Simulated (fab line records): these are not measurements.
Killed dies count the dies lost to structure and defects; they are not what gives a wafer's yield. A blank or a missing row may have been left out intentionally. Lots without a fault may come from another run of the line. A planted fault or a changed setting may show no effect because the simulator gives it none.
fab line records	flow n5-finfet
[record] lots = 4	wafers = 12	last-day = 18
route steps=1938 shown BEOL_M4@1059
lots that met no fault: taken from a fault-free run of the same line
start-h: start of the lot's first displayed wafer, in hours after the record's first day	wait-h: how many hours have passed since the lot's step before this one	" identical to the entry in the row above	L1.1+2: a single row standing in for several wafers	- no value present, or no start provided	* or withheld: withheld	< > ~ a bound
route shown NAME@n: names a module that has steps shown in the file, with the first one's number in the route	usual: the fault-free wafers' mean and standard deviation	same: alike in all rows	chamber/n: place in a boat	sites: the reading at each site	_std_site: the values' standard deviation	_edge_site: the outer-site mean with the inner-site mean subtracted	radius-mm: for every site, how far away it sits from the centre of the wafer	mask NAME#n: copy n	behind: the most recent tool/chamber to have shaped the wafer	hold: why the lot was held/for how many hours/how that ended	device: names the non-switching transistor (n, p or np)	end of line: at the end of the route, the tests of the same wafers	where a step has no rows: the recipe by itself	killed: dies lost to structure and defects at the first sort, not the wafer's yield	map: per-die view of a wafer (x killed, . not killed, _ where there is no die)
set.NAME: the setting the step ran with; set.NAME@STEP: the setting that earlier step ran with	model.NAME: the simulator's own value behind a step, which no gauge read
certain route steps with their lots: each step a table, each wafer a row
services: when a tool's chamber went out of use (start-h, in hours from the record's first day, below 0 if earlier), for how many hours, and the reason
[[steps]]
[step N5_BEOL_M4_DESCUM_33]
[recipe] chemistry = O2	time-s = 7	source-power-w = 50	bias-power-w = 20	pressure-mtorr = 20	rf-frequency-hz = 2.712e+07	temp-c = 40	resist = CAR-EUV	o2-flow-sccm = 225
[step N5_BEOL_M4_ETCH_77]
[recipe] chemistry = N2/H2	target = underlayer	target-depth-a = 65	mask-material = CAR-EUV	time-s = 5.2	ion-energy-ev = 200	pressure-mtorr = 30	source-w = 840	bias-w = 150	n2-flow-sccm = 200	h2-flow-sccm = 200	ends = cleared
[step N5_BEOL_M4_ETCH_69]
[recipe] chemistry = CF4	target = SiARC	target-depth-a = 156	mask-material = CAR-EUV	time-s = 26	ion-energy-ev = 80	pressure-mtorr = 40	source-w = 545	bias-w = 36	Ar_flow_sccm = 100	cf4-flow-sccm = 100	ends = cleared
[step N5_BEOL_M4_ALD_98]
[recipe] material = SiO2	target-thk-a = 25	temp-c = 100	ald-precursor-family = BDEAS	ald-co-reactant = O2-plasma	pulse-time-s = 1	co-reactant-pulse-time-s = 1	purge-time-s = 2	co-reactant-purge-time-s = 2	ald-cycles = 17	pressure-torr = 2
[step N5_BEOL_M4_ETCHBACK_99]
[recipe] chemistry = CHF3	target = SiO2	target-depth-a = 50	time-s = 10.4	source-w = 215	bias-w = 47	Ar_flow_sccm = 200	CHF3_flow_sccm = 12	ion-energy-ev = 100	pressure-mtorr = 30
[step N5_BEOL_M4_ETCH_70]
[recipe] chemistry = N2/H2	target = SOC	target-depth-a = 800	overetch-a = 240	mask-material = SiARC	temp-c = 40	time-s = 130	ion-energy-ev = 200	pressure-mtorr = 30	source-w = 840	bias-w = 150	n2-flow-sccm = 200	h2-flow-sccm = 200
[step N5_BEOL_M4_STRIP_71]
[recipe] chemistry = N2/H2	temp-c = 40	n2-flow-sccm = 200	h2-flow-sccm = 200	rf-frequency-hz = 6e+07
[step N5_BEOL_M4_STRIP_78]
[recipe] chemistry = N2/H2	temp-c = 40	n2-flow-sccm = 200	h2-flow-sccm = 200	rf-frequency-hz = 6e+07
[step N5_BEOL_M4_VIA_ETCH_34]
[recipe] chemistry = C4F6/O2	target-depth-a = 694	mask-material = SOC	pressure-mtorr = 15	ion-energy-ev = 250	taper-deg = 4	time-s = 65.9	source-w = 350	bias-w = 170	Ar_flow_sccm = 300	C4F6_flow_sccm = 10	O2_flow_sccm = 10
[step N5_BEOL_M4_STRIP_83]
[recipe] chemistry = C4F6/O2	resist = SiARC	rf-frequency-hz = 6e+07
[step N5_BEOL_M4_STRIP_36]
[recipe] chemistry = N2/H2	power-w = 450	temp-c = 40	pressure-mtorr = 20	rf-frequency-hz = 6e+07	overash-fraction = 0.3	bias-power-w = 7	h2-frac = 0.5	n2-flow-sccm = 200	h2-flow-sccm = 200
[step N5_BEOL_M4_TRENCH_ETCH_37]
[recipe] chemistry = C4F6/O2	target-depth-a = 555.55	target = SiOC	time-s = 29.2	ion-energy-ev = 250	pressure-mtorr = 30	source-w = 355	bias-w = 185	Ar_flow_sccm = 300	C4F6_flow_sccm = 10	O2_flow_sccm = 10
[usual] drypump-motor-current-A = 5.9/0.6	oes_ar_750_au = 0.79/0.083	oes-product-au = 0.79/0.086	rf-fwd-power-W = 350.0/1.8	rf-vpp-V = 668/11	showerhead-plenum-p-Torr = 2.89/0.11	throttle-valve-pct = 20.82/0.21
lot.wafer	tool	chamber	start-h	wait-h	drypump-motor-current-A	oes_ar_750_au	oes-product-au	rf-fwd-power-W	rf-hours-counter-h	rf-vpp-V	showerhead-plenum-p-Torr	throttle-valve-pct	model.etch.depth-nm	model.BEOL_M4.feature-depth-nm
L588.1	rie-diel-01	0	224.84	-	6.9	0.81	0.76	432.3	184	609	2.86	21.10	58.87	58.8
L588.5	"	2	"	"	4.9	0.78	0.73	435.4	-	591	2.71	20.87	59.24	59.2
L588.6	"	1	"	"	6.2	0.90	0.85	433.0	-	607	2.99	20.90	61.45	61.4
L593.2	rie-diel-01	0	230.24	-	6.8	0.81	0.76	431.2	186	610	2.85	21.12	59.41	59.4
L593.4	"	2	"	"	4.9	0.78	0.74	434.3	211	591	2.71	20.88	59.85	59.8
L593.5	"	2	"	"	4.9	0.78	0.73	434.3	-	590	2.71	20.88	59.13	59.2
L596.2	rie-diel-02	2	259.86	-	5.6	0.78	0.79	349.4	113	674	2.84	20.76	56.53	56.6
L596.3	"	0	"	"	6.3	0.69	0.69	350.5	232	677	2.92	20.57	55.67	55.6
L596.6	"	3	"	"	6.0	0.87	0.87	353.2	-	655	3.02	21.00	56.55	56.6
L605.1	rie-diel-01	0	311.79	-	6.8	0.70	0.70	348.0	215	677	2.84	21.13	53.96	54
L605.3	"	2	"	"	4.9	0.68	0.67	348.8	235	657	2.70	20.90	53.87	53.8
L605.5	"	3	"	"	5.1	0.80	0.80	348.2	-	654	2.78	20.74	56.05	56
[step N5_BEOL_M4_ETCH_41]
[recipe] chemistry = CH3F/O2	target = SiCN	target-depth-a = 299	taper-deg = 2	time-s = 52.5	ion-energy-ev = 120	mask-material = TiN	pressure-mtorr = 30	source-w = 395	bias-w = 75	Ar_flow_sccm = 150	CH3F_flow_sccm = 30	O2_flow_sccm = 20
[step N5_BEOL_M4_STRIP_97]
[recipe] chemistry = N2/H2	time-s = 10	power-w = 450	temp-c = 40	pressure-mtorr = 20	rf-frequency-hz = 6e+07	bias-power-w = 7	n2-flow-sccm = 200	h2-flow-sccm = 200
[step N5_BEOL_M4_OCD_MEAS_38]
[usual] trench-depth-nm = 55.6/1.1
lot.wafer	tool	chamber	start-h	wait-h	trench-depth-nm
L588.1	ocd-02	-	224.99	-	59.1
L588.5	"	-	"	"	59.2
L588.6	"	-	"	"	61.0
L593.2	ocd-02	-	230.40	-	59.9
L593.4	"	-	"	"	60.2
L593.5	"	-	"	"	59.5
L596.2	ocd-02	-	260.02	-	56.6
L596.3	"	-	"	"	55.3
L596.6	"	-	"	"	56.6
L605.1	ocd-01	-	311.94	-	54.5
L605.3	"	-	"	"	53.7
L605.5	"	-	"	"	56.0
[step N5_BEOL_M4_HM_STRIP_39]
[recipe] chemistry = peroxide-tin-strip	material = TiN	target-depth-a = 250	temp-c = 50	time-s = 158
[step N5_BEOL_M4_SRD_40]
[recipe] time-s = 30	temp-c = 23	rinse-liquid = diw	dry = ipa-marangoni
[step N5_BEOL_M4_PRECLEAN_42]
[recipe] chemistry = residue-remover	time-s = 60	temp-c = 40
[step N5_BEOL_M4_SRD_43]
[recipe] time-s = 30	temp-c = 23	rinse-liquid = diw	dry = ipa-marangoni
[step N5_BEOL_M4_DEGAS_44]
[recipe] ambient = vacuum	temp-c = 250	time-s = 60
[step N5_BEOL_M4_PRE_CLEAN_45]
[recipe] gas = H2/He	time-s = 30	temp-c = 250
[step N5_BEOL_M4_ALD_84]
[recipe] material = TaN	target-thk-a = *	temp-c = 275	ald-precursor-family = PDMAT	ald-co-reactant = NH3	pressure-torr = 3	carrier-flow-sccm = 1500	pulse-time-s = 2	purge-time-s = 3	co-reactant-purge-time-s = 2	co-reactant-pulse-time-s = 3	ald-cycles = 30	precursor-vessel-temp-c = 75	precursor-vessel-pressure-torr = 26.25	precursor-vessel-carrier-sccm = 1000
[step N5_BEOL_M4_SURFACE_TREAT_85]
[recipe] gas = Ar	time-s = *	ion-energy-ev = *	ion-current-ma-cm2 = 0.5	pressure-mtorr = *	ar-flow-sccm = 30
[step N5_BEOL_M4_CVD_47]
[recipe] material = Co	target-thk-a = 30	temp-c = withheld	precursor = CCTBA/H2	pressure-torr = 30	time-s = 223.8
[step N5_BEOL_M4_SPUTTER_48]
[recipe] material = Cu	target-thk-a = 45	temp-c = -20	chamber-pressure-pa = 0.07	power-w = withheld	time-s = 8.29
[step N5_BEOL_M4_ANNEAL_49]
[recipe] temp-c = 400	time-s = 240	ambient = vacuum
[step N5_BEOL_M4_SPUTTER_79]
[recipe] material = Cu	target-thk-a = 45	temp-c = -20	chamber-pressure-pa = 0.07	power-w = withheld	time-s = 8.29
[step N5_BEOL_M4_ANNEAL_80]
[recipe] temp-c = 400	time-s = 240	ambient = vacuum
[step N5_BEOL_M4_SPUTTER_81]
[recipe] material = Cu	target-thk-a = 45	temp-c = -20	chamber-pressure-pa = 0.07	power-w = withheld	time-s = 8.29
[step N5_BEOL_M4_ANNEAL_82]
[recipe] temp-c = 400	time-s = 240	ambient = vacuum
[step N5_BEOL_M4_SPUTTER_86]
[recipe] material = Cu	target-thk-a = 45	temp-c = -20	chamber-pressure-pa = 0.07	power-w = withheld	time-s = 8.29
[step N5_BEOL_M4_ANNEAL_87]
[recipe] temp-c = 400	time-s = 240	ambient = vacuum
[step N5_BEOL_M4_SPUTTER_88]
[recipe] material = Cu	target-thk-a = 45	temp-c = -20	chamber-pressure-pa = 0.07	power-w = withheld	time-s = 8.29
[step N5_BEOL_M4_ANNEAL_89]
[recipe] temp-c = 400	time-s = 240	ambient = vacuum
[step N5_BEOL_M4_SPUTTER_90]
[recipe] material = Cu	target-thk-a = 45	temp-c = -20	chamber-pressure-pa = 0.07	power-w = withheld	time-s = 8.29
[step N5_BEOL_M4_ANNEAL_91]
[recipe] temp-c = 400	time-s = 240	ambient = vacuum
[step N5_BEOL_M4_SPUTTER_92]
[recipe] material = Cu	target-thk-a = 45	temp-c = -20	chamber-pressure-pa = 0.07	power-w = withheld	time-s = 8.29
[step N5_BEOL_M4_ANNEAL_93]
[recipe] temp-c = 400	time-s = 240	ambient = vacuum
[step N5_BEOL_M4_SPUTTER_94]
[recipe] material = Cu	target-thk-a = 45	temp-c = -20	chamber-pressure-pa = 0.07	power-w = withheld	time-s = 8.29
[step N5_BEOL_M4_ANNEAL_95]
[recipe] temp-c = 400	time-s = 240	ambient = vacuum
[step N5_BEOL_M4_CMP_52]
[recipe] stop-on = SiOC	t-overpolish-s = 6.8	down-force-psi = 1	platen-rpm = 50	clearing-platen-down-force-psi = 1.5	clearing-platen-rpm = 50	post-cmp-clean = cu-alkaline	target-thk-nm = 40	clearing-platen-pad-velocity-m-s = 0.99484	pad-velocity-m-s = 0.99484
[usual] barrier-field-endpoint-s = 25.0/0.62	motor-current-A = 6.4/0.76	overpolish-run-s = 6.800/0.009	time-to-endpoint-s = 62.8/2.9
[same] t-overpolish-s = 6.8
lot.wafer	tool	chamber	start-h	wait-h	barrier-field-endpoint-s	motor-current-A	overpolish-run-s	time-to-endpoint-s	model.Cu_of_BEOL_M4_ECD_50.thk-nm
L588.1	cmp-03	3	231.05	0.4	24.7	6.8	6.800	60.9	41.2
L588.6	"	0	"	"	26.4	5.2	6.809	66.3	46.8
L588.5	"	1	"	"	25.4	6.9	6.788	60.8	42.2
L593.2	cmp-03	0	236.23	0.8	26.6	5.6	6.806	69.4	44
L593.4	"	1	"	"	25.2	6.6	6.798	60.7	44.6
L593.5	"	3	"	"	26.0	6.6	6.819	61.5	43.4
L596.3	cmp-04	2	263.32	0.2	25.6	5.4	6.801	66.4	40.6
L596.2	"	3	"	"	24.7	7.9	6.793	61.6	42.4
L596.6	"	2	"	"	26.1	5.3	6.814	63.9	42.8
L605.3	cmp-03	3	315.74	0.2	25.6	6.7	6.792	61.0	37.2
L605.1	"	0	"	"	25.7	5.2	6.811	67.9	38.8
L605.5	"	2	"	"	26.0	6.4	6.791	67.8	39.6
[step N5_BEOL_M4_RC_MEAS_101]
[usual] DIBL_N = 36.3/1.8	DIBL_P = 36.5/2.1	IOFF_N = 0.16/0.031	IOFF_P = 0.22/0.038	ION_N = 677/12	ION_P = 466/7.8	SS_N = 71.5/0.61	SS_P = 73.2/0.7	VT_N = 249/3	VT_P = -248.9/3
lot.wafer	tool	chamber	start-h	wait-h	DIBL_N[mV/V]	DIBL_P[mV/V]	IOFF_N[nA/um]	IOFF_P[nA/um]	ION_N[uA/um]	ION_P[uA/um]	SS_N[mV/dec]	SS_P[mV/dec]	VT_N[mV]	VT_P[mV]
L588.1	prober-01	0	231.55	0.0	37.1	37.3	0.17	0.22	687	468	71.6	74.1	249	-250.1
L588.5	"	0	"	"	37.0	37.4	0.17	0.21	682	462	72.2	74.7	251	-251.6
L588.6	"	0	"	"	37.4	38.0	0.18	0.22	686	465	71.5	74.3	251	-249.1
L593.2	prober-01	0	236.95	0.2	36.4	35.9	0.14	0.20	676	473	71.2	72.5	251	-250.9
L593.4	"	0	"	"	39.8	38.5	0.19	0.24	682	465	71.5	73.9	247	-249.4
L593.5	"	0	"	"	37.5	35.8	0.15	0.19	674	460	71.9	73.0	253	-252.9
L596.2	prober-01	0	264.05	0.2	36.7	35.1	0.15	0.21	663	463	71.4	73.7	251	-250.2
L596.3	"	0	"	"	39.5	39.3	0.22	0.29	689	476	72.7	74.1	247	-245.2
L596.6	"	0	"	"	36.9	35.9	0.15	0.22	669	471	72.7	74.0	249	-251.2
L605.1	prober-01	0	316.30	0.0	35.0	35.3	0.14	0.22	685	479	71.6	73.0	251	-248.2
L605.3	"	0	"	"	36.7	37.8	0.17	0.25	675	471	71.2	73.9	249	-245.9
L605.5	"	0	"	"	34.5	35.2	0.14	0.21	689	477	71.6	72.5	250	-250.0
[[services]]
tool	chamber	start-h	hours	kind
cmp-04	-	208.17	5.1	repair
cmp-03	-	211.73	4.0	pm
cmp-03	-	215.73	-	consumable-replace:conditioner
cmp-03	-	215.73	-	consumable-replace:pad
rie-diel-01	2	252.54	8.2	repair
cmp-03	-	292.90	0.4	repair
rie-diel-02	2	306.72	4.8	repair
rie-diel-02	0	313.32	-	clean
rie-diel-02	0	313.32	-	consumable-replace:focus-ring
rie-diel-02	0	313.32	30.2	scheduled-down
rie-diel-02	0	313.32	30.2	vent-cycle
[[key]]
[first-sign] step = N5_BEOL_M4_TRENCH_ETCH_37	reading = rf-fwd-power-W	direction = up	sigmas = 47	usual = *	struck = *
[effect] step = N5_BEOL_M4_TRENCH_ETCH_37	reading = rf-vpp-V	direction = down	sigmas = 6.4	usual = 668	struck = 600
[effect] step = N5_BEOL_M4_OCD_MEAS_38	reading = trench-depth-nm	direction = up	sigmas = 3.8	usual = 55.6	struck = 59.8
[model-effect] step = N5_BEOL_M4_TRENCH_ETCH_37	value = etch.depth-nm	without = 54.87	struck = 59.66
[model-effect] step = N5_BEOL_M4_CMP_52	value = Cu_of_BEOL_M4_ECD_50.thk-nm	without = 38.97	struck = 43.7
met-at N5_BEOL_M4_TRENCH_ETCH_37
struck-wafers L588.1,L588.5,L588.6,L593.2,L593.4,L593.5
[fault] kind = process-parameter-drift	tool = rie-diel-01	chamber = -	onset-h = 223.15	steps = N5_BEOL_M4_TRENCH_ETCH_37	channel = source-w	offset = 85.2	shape = step	end-h = 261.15	acts-in = these-recipes-only	stated = 355
